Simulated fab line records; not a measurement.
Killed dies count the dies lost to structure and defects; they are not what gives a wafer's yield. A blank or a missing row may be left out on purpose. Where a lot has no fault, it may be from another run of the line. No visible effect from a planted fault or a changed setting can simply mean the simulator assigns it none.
What tool caused it? :: flow nand harc :: Sampling: 14 lots, 42 wafers, 4 of 1302 route steps

WHAT THE GAUGES READ, wafer by wafer
The record holds no reading of a measuring or inspecting step that can be judged against a usual standard deviation.

WHICH TOOL RAN EACH LOT (tool, then ch and the chambers of the sampled wafers, then the start)
lot: L402
NHARC_A_CONTACT_STRIP_55: rie diel-10 ch 0,1,3, day 22 08:59 or earlier
NHARC_A_CONTACT_ETCH_77: rie diel-11 ch 0,1,3, day 22 08:59 or earlier
NHARC_A_CONTACT_ETCH_130: har cap etch-03 ch 0,1, day 22 08:59
NHARC_A_CONTACT_ETCH_91: rie diel-03 ch 1,2,3, day 22 10:23

lot: L403
NHARC_A_CONTACT_STRIP_55: rie diel-10 ch 2,3, day 22 18:14 or earlier
NHARC_A_CONTACT_ETCH_77: rie diel-10 ch 2,3, day 22 18:14 or earlier
NHARC_A_CONTACT_ETCH_130: har cap etch-02 ch 0,1, day 22 18:14
NHARC_A_CONTACT_ETCH_91: rie diel-10 ch 0,1,3, day 22 19:34

lot: L405
NHARC_A_CONTACT_STRIP_55: rie diel-11 ch 1,2, day 23 02:04 or earlier
NHARC_A_CONTACT_ETCH_77: rie diel-10 ch 0,3, day 23 02:04 or earlier
NHARC_A_CONTACT_ETCH_130: har cap etch-02 ch 1, day 23 02:04
NHARC_A_CONTACT_ETCH_91: rie diel-10 ch 2,3, day 23 03:22

lot: L406
NHARC_A_CONTACT_STRIP_55: rie diel-10 ch 1,2,3, day 23 18:41 or earlier
NHARC_A_CONTACT_ETCH_77: rie diel-10 ch 1,2,3, day 23 18:41 or earlier
NHARC_A_CONTACT_ETCH_130: har cap etch-01 ch 0, day 23 18:41
NHARC_A_CONTACT_ETCH_91: rie diel-10 ch 0,1,3, day 23 19:59

lot: L415
NHARC_A_CONTACT_STRIP_55: rie diel-11 ch 0,2,3, day 26 14:54 or earlier
NHARC_A_CONTACT_ETCH_77: rie diel-10 ch 2,3, day 26 14:54 or earlier
NHARC_A_CONTACT_ETCH_130: har cap etch-01 ch 0,1, day 26 14:54
NHARC_A_CONTACT_ETCH_91: rie diel-10 ch 2,3, day 26 16:10

lot: L414
NHARC_A_CONTACT_STRIP_55: rie diel-11 ch 0,2,3, day 26 16:07 or earlier
NHARC_A_CONTACT_ETCH_77: rie diel-10 ch 1,2, day 26 16:07 or earlier
NHARC_A_CONTACT_ETCH_130: har cap etch-02 ch 0,1, day 26 16:07
NHARC_A_CONTACT_ETCH_91: rie diel-03 ch 0,2,3, day 26 17:22

lot: L419
NHARC_A_CONTACT_STRIP_55: rie diel-10 ch 0,1,2, day 28 12:14 or earlier
NHARC_A_CONTACT_ETCH_77: rie diel-03 ch 0,2,3, day 28 12:14 or earlier
NHARC_A_CONTACT_ETCH_130: har cap etch-03 ch 1, day 28 12:14
NHARC_A_CONTACT_ETCH_91: rie diel-10 ch 0,1,2, day 28 13:32

lot: L418
NHARC_A_CONTACT_STRIP_55: rie diel-11 ch 1,2, day 28 23:22 or earlier
NHARC_A_CONTACT_ETCH_77: rie diel-10 ch 0,1,2, day 28 23:22 or earlier
NHARC_A_CONTACT_ETCH_130: har cap etch-01 ch 0,1, day 28 23:22
NHARC_A_CONTACT_ETCH_91: rie diel-10 ch 0,1, day 29 00:36

lot: L420
NHARC_A_CONTACT_STRIP_55: rie diel-03 ch 0,1,2, day 29 16:16 or earlier
NHARC_A_CONTACT_ETCH_77: rie diel-10 ch 0,1,2, day 29 16:16 or earlier
NHARC_A_CONTACT_ETCH_130: har cap etch-02 ch 0,1, day 29 16:16
NHARC_A_CONTACT_ETCH_91: rie diel-10 ch 0,1,3, day 29 17:34

lot: L421
NHARC_A_CONTACT_STRIP_55: rie diel-03 ch 0,2,3, day 29 17:29 or earlier
NHARC_A_CONTACT_ETCH_77: rie diel-10 ch 0,1,3, day 29 17:29 or earlier
NHARC_A_CONTACT_ETCH_130: har cap etch-03 ch 0,1, day 29 17:29
NHARC_A_CONTACT_ETCH_91: rie diel-03 ch 1,2,3, day 29 18:49

lot: L423
NHARC_A_CONTACT_STRIP_55: rie diel-03 ch 0,1,3, day 30 07:59 or earlier
NHARC_A_CONTACT_ETCH_77: rie diel-03 ch 1,2,3, day 30 07:59 or earlier
NHARC_A_CONTACT_ETCH_130: har cap etch-03 ch 0,1, day 30 07:59
NHARC_A_CONTACT_ETCH_91: rie diel-03 ch 1,2,3, day 30 09:19

lot: L422
NHARC_A_CONTACT_STRIP_55: rie diel-10 ch 0,1,3, day 30 10:11 or earlier
NHARC_A_CONTACT_ETCH_77: rie diel-11 ch 2,3, day 30 10:11 or earlier
NHARC_A_CONTACT_ETCH_130: har cap etch-02 ch 0,1, day 30 10:11
NHARC_A_CONTACT_ETCH_91: rie diel-11 ch 0,1, day 30 11:27

lot: L424
NHARC_A_CONTACT_STRIP_55: rie diel-03 ch 0,3, day 31 04:53 or earlier
NHARC_A_CONTACT_ETCH_77: rie diel-10 ch 0,3, day 31 04:53 or earlier
NHARC_A_CONTACT_ETCH_130: har cap etch-01 ch 0,1, day 31 04:53
NHARC_A_CONTACT_ETCH_91: rie diel-11 ch 2,3, day 31 06:09

lot: L425
NHARC_A_CONTACT_STRIP_55: rie diel-10 ch 2,3, day 31 05:55 or earlier
NHARC_A_CONTACT_ETCH_77: rie diel-11 ch 0,1, day 31 05:55 or earlier
NHARC_A_CONTACT_ETCH_130: har cap etch-03 ch 0,1, day 31 05:55
NHARC_A_CONTACT_ETCH_91: rie diel-10 ch 0,1, day 31 07:11
- NHARC_A_CONTACT_STRIP_55: strips in O2.
- NHARC_A_CONTACT_ETCH_77: etches the open film in CF4/CHF3, target depth 108.9 nm, time 54.5 s.
- NHARC_A_CONTACT_ETCH_130: etches the open film in C4F8/O2/Ar, time 197 s, target depth 1918 nm.
- NHARC_A_CONTACT_ETCH_91: etches the open film in CH3F/O2, target depth 40 nm, time 85.7 s.

WHAT THE TOOLS THEMSELVES READ (means of the sampled wafers that have a number; where no wafer has one, the mark that the record gives instead)
NHARC_A_CONTACT_STRIP_55.
lot: L402
tool: rie diel-10
drypump motor current A (A): 6.2
oes product au (a.u.): 1.000
rf vpp V (V): 57.7
showerhead plenum p Torr (Torr): 3.56
throttle valve pct (%): 17.042

lot: L403
tool: rie diel-10
drypump motor current A (A): 6.6
oes product au (a.u.): 0.992
rf vpp V (V): 57.4
showerhead plenum p Torr (Torr): 3.34
throttle valve pct (%): 17.040

lot: L405
tool: rie diel-11
drypump motor current A (A): 5.6
oes product au (a.u.): 1.000
rf vpp V (V): 57.4
showerhead plenum p Torr (Torr): 3.41
throttle valve pct (%): 17.033

lot: L406
tool: rie diel-10
drypump motor current A (A): 6.4
oes product au (a.u.): 0.983
rf vpp V (V): 57.9
showerhead plenum p Torr (Torr): 3.43
throttle valve pct (%): 17.035

lot: L415
tool: rie diel-11
drypump motor current A (A): 6.0
oes product au (a.u.): 1.009
rf vpp V (V): 57.9
showerhead plenum p Torr (Torr): 3.51
throttle valve pct (%): 17.035

lot: L414
tool: rie diel-11
drypump motor current A (A): 6.0
oes product au (a.u.): 0.995
rf vpp V (V): 57.8
showerhead plenum p Torr (Torr): 3.51
throttle valve pct (%): 17.034

lot: L419
tool: rie diel-10
drypump motor current A (A): 6.2
oes product au (a.u.): 0.998
rf vpp V (V): 57.5
showerhead plenum p Torr (Torr): 3.54
throttle valve pct (%): 17.038

lot: L418
tool: rie diel-11
drypump motor current A (A): 5.6
oes product au (a.u.): 1.007
rf vpp V (V): 57.4
showerhead plenum p Torr (Torr): 3.57
throttle valve pct (%): 17.043

lot: L420
tool: rie diel-03
drypump motor current A (A): 6.3
oes product au (a.u.): 0.994
rf vpp V (V): 57.9
showerhead plenum p Torr (Torr): 3.46
throttle valve pct (%): 17.034

lot: L421
tool: rie diel-03
drypump motor current A (A): 6.5
oes product au (a.u.): 0.997
rf vpp V (V): 57.0
showerhead plenum p Torr (Torr): 3.49
throttle valve pct (%): 17.027

lot: L423
tool: rie diel-03
drypump motor current A (A): 6.3
oes product au (a.u.): 1.006
rf vpp V (V): 56.8
showerhead plenum p Torr (Torr): 3.35
throttle valve pct (%): 17.046

lot: L422
tool: rie diel-10
drypump motor current A (A): 6.2
oes product au (a.u.): 0.995
rf vpp V (V): 57.6
showerhead plenum p Torr (Torr): 3.55
throttle valve pct (%): 17.037

lot: L424
tool: rie diel-03
drypump motor current A (A): 6.3
oes product au (a.u.): 1.001
rf vpp V (V): 57.8
showerhead plenum p Torr (Torr): 3.38
throttle valve pct (%): 17.042

lot: L425
tool: rie diel-10
drypump motor current A (A): 6.5
oes product au (a.u.): 0.982
rf vpp V (V): 57.1
showerhead plenum p Torr (Torr): 3.32
throttle valve pct (%): 17.034

NHARC_A_CONTACT_ETCH_77.
lot: L402
tool: rie diel-11
bias w (W): 200.5
cf4 flow sccm (sccm): 99.8
drypump motor current A (A): 5.9
oes product au (a.u.): 0.924
rf vpp V (V): 371.5
showerhead plenum p Torr (Torr): 1.60
throttle valve pct (%): 16.803

lot: L403
tool: rie diel-10
bias w (W): 200.9
cf4 flow sccm (sccm): 100.1
drypump motor current A (A): 6.6
oes product au (a.u.): 0.913
rf vpp V (V): 368.4
showerhead plenum p Torr (Torr): 1.49
throttle valve pct (%): 16.799

lot: L405
tool: rie diel-10
bias w (W): 199.4
cf4 flow sccm (sccm): 100.1
drypump motor current A (A): 6.4
oes product au (a.u.): 0.930
rf vpp V (V): 369.7
showerhead plenum p Torr (Torr): 1.55
throttle valve pct (%): 16.805

lot: L406
tool: rie diel-10
bias w (W): 199.8
cf4 flow sccm (sccm): 100.1
drypump motor current A (A): 6.4
oes product au (a.u.): 0.918
rf vpp V (V): 369.0
showerhead plenum p Torr (Torr): 1.53
throttle valve pct (%): 16.808

lot: L415
tool: rie diel-10
bias w (W): 199.6
cf4 flow sccm (sccm): 99.9
drypump motor current A (A): 6.5
oes product au (a.u.): 0.951
rf vpp V (V): 367.8
showerhead plenum p Torr (Torr): 1.48
throttle valve pct (%): 16.810

lot: L414
tool: rie diel-10
bias w (W): 200.3
cf4 flow sccm (sccm): 100.1
drypump motor current A (A): 6.3
oes product au (a.u.): 0.957
rf vpp V (V): 368.3
showerhead plenum p Torr (Torr): 1.52
throttle valve pct (%): 16.802

lot: L419
tool: rie diel-03
bias w (W): 200.3
cf4 flow sccm (sccm): 99.9
drypump motor current A (A): 6.5
oes product au (a.u.): 0.966
rf vpp V (V): 371.1
showerhead plenum p Torr (Torr): 1.56
throttle valve pct (%): 16.803

lot: L418
tool: rie diel-10
bias w (W): 200.2
cf4 flow sccm (sccm): 99.8
drypump motor current A (A): 6.2
oes product au (a.u.): 0.973
rf vpp V (V): 371.7
showerhead plenum p Torr (Torr): 1.58
throttle valve pct (%): 16.801

lot: L420
tool: rie diel-10
bias w (W): 200.1
cf4 flow sccm (sccm): 99.8
drypump motor current A (A): 6.2
oes product au (a.u.): 0.973
rf vpp V (V): 370.3
showerhead plenum p Torr (Torr): 1.58
throttle valve pct (%): 16.792

lot: L421
tool: rie diel-10
bias w (W): 200.2
cf4 flow sccm (sccm): 100.0
drypump motor current A (A): 6.3
oes product au (a.u.): 0.959
rf vpp V (V): 370.7
showerhead plenum p Torr (Torr): 1.58
throttle valve pct (%): 16.799

lot: L423
tool: rie diel-03
bias w (W): 199.8
cf4 flow sccm (sccm): 100.1
drypump motor current A (A): 6.3
oes product au (a.u.): 0.921
rf vpp V (V): 369.7
showerhead plenum p Torr (Torr): 1.55
throttle valve pct (%): 16.802

lot: L422
tool: rie diel-11
bias w (W): 200.4
cf4 flow sccm (sccm): 100.3
drypump motor current A (A): 6.0
oes product au (a.u.): 0.930
rf vpp V (V): 374.1
showerhead plenum p Torr (Torr): 1.68
throttle valve pct (%): 16.805

lot: L424
tool: rie diel-10
bias w (W): 199.9
cf4 flow sccm (sccm): 100.0
drypump motor current A (A): 6.3
oes product au (a.u.): 0.979
rf vpp V (V): 371.9
showerhead plenum p Torr (Torr): 1.60
throttle valve pct (%): 16.803

lot: L425
tool: rie diel-11
bias w (W): 200.1
cf4 flow sccm (sccm): 100.1
drypump motor current A (A): 5.6
oes product au (a.u.): 0.962
rf vpp V (V): 370.0
showerhead plenum p Torr (Torr): 1.54
throttle valve pct (%): 16.804

NHARC_A_CONTACT_ETCH_130.
lot: L402
tool: har cap etch-03
chamber pressure mTorr (mTorr): 19.996
oes air line au (a.u.): 1.007

lot: L403
tool: har cap etch-02
chamber pressure mTorr (mTorr): 19.993
oes air line au (a.u.): 1.014

lot: L405
tool: har cap etch-02
chamber pressure mTorr (mTorr): 19.989
oes air line au (a.u.): 1.002

lot: L406
tool: har cap etch-01
chamber pressure mTorr (mTorr): 19.995
oes air line au (a.u.): 0.996

lot: L415
tool: har cap etch-01
chamber pressure mTorr (mTorr): -
oes air line au (a.u.): -

lot: L414
tool: har cap etch-02
chamber pressure mTorr (mTorr): -
oes air line au (a.u.): -

lot: L419
tool: har cap etch-03
chamber pressure mTorr (mTorr): 19.998
oes air line au (a.u.): 1.026

lot: L418
tool: har cap etch-01
chamber pressure mTorr (mTorr): 19.976
oes air line au (a.u.): 1.022

lot: L420
tool: har cap etch-02
chamber pressure mTorr (mTorr): 19.988
oes air line au (a.u.): 0.998

lot: L421
tool: har cap etch-03
chamber pressure mTorr (mTorr): 19.997
oes air line au (a.u.): 1.018

lot: L423
tool: har cap etch-03
chamber pressure mTorr (mTorr): 20.009
oes air line au (a.u.): 1.010

lot: L422
tool: har cap etch-02
chamber pressure mTorr (mTorr): 20.003
oes air line au (a.u.): 0.985

lot: L424
tool: har cap etch-01
chamber pressure mTorr (mTorr): 20.006
oes air line au (a.u.): 0.989

lot: L425
tool: har cap etch-03
chamber pressure mTorr (mTorr): 20.010
oes air line au (a.u.): 0.979

NHARC_A_CONTACT_ETCH_91.
lot: L402
tool: rie diel-03
bias w (W): 100.0
ch3f flow sccm (sccm): 49.97
drypump motor current A (A): 6.3
oes product au (a.u.): 1.005
rf vpp V (V): 243.8
showerhead plenum p Torr (Torr): 2.45
throttle valve pct (%): 20.665

lot: L403
tool: rie diel-10
bias w (W): 99.8
ch3f flow sccm (sccm): 50.03
drypump motor current A (A): 6.2
oes product au (a.u.): 0.933
rf vpp V (V): 244.3
showerhead plenum p Torr (Torr): 2.48
throttle valve pct (%): 20.660

lot: L405
tool: rie diel-10
bias w (W): 100.3
ch3f flow sccm (sccm): 49.79
drypump motor current A (A): 6.6
oes product au (a.u.): 0.917
rf vpp V (V): 242.4
showerhead plenum p Torr (Torr): 2.33
throttle valve pct (%): 20.666

lot: L406
tool: rie diel-10
bias w (W): 100.1
ch3f flow sccm (sccm): 50.10
drypump motor current A (A): 6.2
oes product au (a.u.): 0.929
rf vpp V (V): 243.8
showerhead plenum p Torr (Torr): 2.48
throttle valve pct (%): 20.664

lot: L415
tool: rie diel-10
bias w (W): 99.6
ch3f flow sccm (sccm): 49.87
drypump motor current A (A): 6.6
oes product au (a.u.): 0.911
rf vpp V (V): 242.3
showerhead plenum p Torr (Torr): 2.32
throttle valve pct (%): 20.655

lot: L414
tool: rie diel-03
bias w (W): 100.0
ch3f flow sccm (sccm): 50.11
drypump motor current A (A): 6.4
oes product au (a.u.): 0.921
rf vpp V (V): 243.8
showerhead plenum p Torr (Torr): 2.44
throttle valve pct (%): 20.665

lot: L419
tool: rie diel-10
bias w (W): 100.0
ch3f flow sccm (sccm): 50.06
drypump motor current A (A): 6.2
oes product au (a.u.): 0.928
rf vpp V (V): 244.6
showerhead plenum p Torr (Torr): 2.47
throttle valve pct (%): 20.661

lot: L418
tool: rie diel-10
bias w (W): 100.2
ch3f flow sccm (sccm): 50.01
drypump motor current A (A): 6.1
oes product au (a.u.): 0.971
rf vpp V (V): 244.4
showerhead plenum p Torr (Torr): 2.53
throttle valve pct (%): 20.668

lot: L420
tool: rie diel-10
bias w (W): 100.0
ch3f flow sccm (sccm): 49.99
drypump motor current A (A): 6.2
oes product au (a.u.): 0.924
rf vpp V (V): 244.4
showerhead plenum p Torr (Torr): 2.47
throttle valve pct (%): 20.664

lot: L421
tool: rie diel-03
bias w (W): 100.0
ch3f flow sccm (sccm): 49.92
drypump motor current A (A): 6.3
oes product au (a.u.): 0.921
rf vpp V (V): 244.0
showerhead plenum p Torr (Torr): 2.43
throttle valve pct (%): 20.666

lot: L423
tool: rie diel-03
bias w (W): 99.8
ch3f flow sccm (sccm): 49.90
drypump motor current A (A): 6.3
oes product au (a.u.): 0.924
rf vpp V (V): 243.3
showerhead plenum p Torr (Torr): 2.42
throttle valve pct (%): 20.670

lot: L422
tool: rie diel-11
bias w (W): 100.2
ch3f flow sccm (sccm): 50.11
drypump motor current A (A): 5.6
oes product au (a.u.): 0.935
rf vpp V (V): 243.4
showerhead plenum p Torr (Torr): 2.41
throttle valve pct (%): 20.672

lot: L424
tool: rie diel-11
bias w (W): 100.4
ch3f flow sccm (sccm): 50.03
drypump motor current A (A): 6.2
oes product au (a.u.): 0.929
rf vpp V (V): 246.8
showerhead plenum p Torr (Torr): 2.62
throttle valve pct (%): 20.651

lot: L425
tool: rie diel-10
bias w (W): 99.9
ch3f flow sccm (sccm): 49.94
drypump motor current A (A): 6.0
oes product au (a.u.): 0.927
rf vpp V (V): 245.6
showerhead plenum p Torr (Torr): 2.53
throttle valve pct (%): 20.661

THE ANSWER, worked out from the rows above alone
Rule: what is usual is taken from the lots themselves. Put in order of their means at a reading, lots are off if they are a third of the lots or fewer, leave a main group of 4 or more, and stand apart from it by a gap of 3 or more times the standard deviation of the main group's means; of several such gaps the widest counts. A main group is skipped when, at the precision printed for the reading in the tables above, its means are all equal. A lot without any number at a reading at which 4 lots or more have one is off too. The other lots that the step has rows for count as sound. Order of review: gauges by route order, followed by the tools' own readings, for which a lot's mean as printed above is used. At the first step where some lot is off, the reading lying furthest off is the one used; lots without a number count as furthest.
Off at NHARC_A_CONTACT_ETCH_130 (chamber pressure mTorr): L415, L414. Without a number there: L415, L414. Main group: mean 19.997 mTorr, sd 0.0093.
A tool fits if, at that step or a process step before it, it ran every lot that is off, and no sound lot after the first of them. NHARC_A_CONTACT_STRIP_55 gives no start for some lots, so the hours and the order of its lots are those of NHARC_A_CONTACT_ETCH_130. NHARC_A_CONTACT_ETCH_77 gives no start for some lots, so the hours and the order of its lots are those of NHARC_A_CONTACT_ETCH_130. Not one of the candidates tried fits.

WHAT HAD BEEN PUT IN BY THE SIMULATOR
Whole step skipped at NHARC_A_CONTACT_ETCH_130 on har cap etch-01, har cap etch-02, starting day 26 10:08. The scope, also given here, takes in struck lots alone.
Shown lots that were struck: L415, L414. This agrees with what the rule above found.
